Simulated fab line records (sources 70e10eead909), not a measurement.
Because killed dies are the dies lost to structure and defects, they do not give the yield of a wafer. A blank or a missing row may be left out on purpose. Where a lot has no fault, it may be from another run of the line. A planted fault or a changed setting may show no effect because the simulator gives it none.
Matching of chambers ; flow nandHarc ; rieDiel-11 running NHARC_A_STAIRCASE_ETCH_253: 4 sister chambers
The step etches the open film in C4F8/O2, target depth 50 nm, time 20.2 s. 4 wafers are shown with their chamber, then 8 later ones without.

## EACH WAFER AND ITS CHAMBER
wafer;chamber;rfVppV (V)
L087.3;3;898
L087.4;1;897
L087.6;2;892
L089.2;0;903

## WAFERS WHOSE CHAMBER IS MISSING
wafer;rfVppV (V)
L089.3;897
L089.4;889
L093.1;903
L093.5;892
L093.6;899
L096.2;898
L096.4;899
L096.5;902

## WHICH CHAMBER EACH WENT THROUGH
wafer;from the rows above;in truth
L089.3;can't be placed: 1 or 3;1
L089.4;2;2
L093.1;0;0
L093.5;2;2
L093.6;can't be placed: 3 or 1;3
L096.2;can't be placed: 3 or 1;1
L096.4;can't be placed: 3 or 1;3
L096.5;0;0
4 of 8 placed correctly. Unplaceable from these rows: 4, with the true chamber sitting among the candidates in 4. 0 placed wrongly.
How it was worked out, from the rows above alone: a wafer's distance from a chamber is the root of the sum, over the readings, of the square of ((its reading less the chamber's mean) divided by the reading's scatter). If the next closest chamber is less than 2 further off than the closest, the wafer can't be placed; otherwise it belongs to the closest. For every chamber, the mean is computed from those of its wafers that are shown. The scatter: with one shown wafer a chamber, the root of the mean of the squares of how far each hidden wafer lies from its nearest shown one.
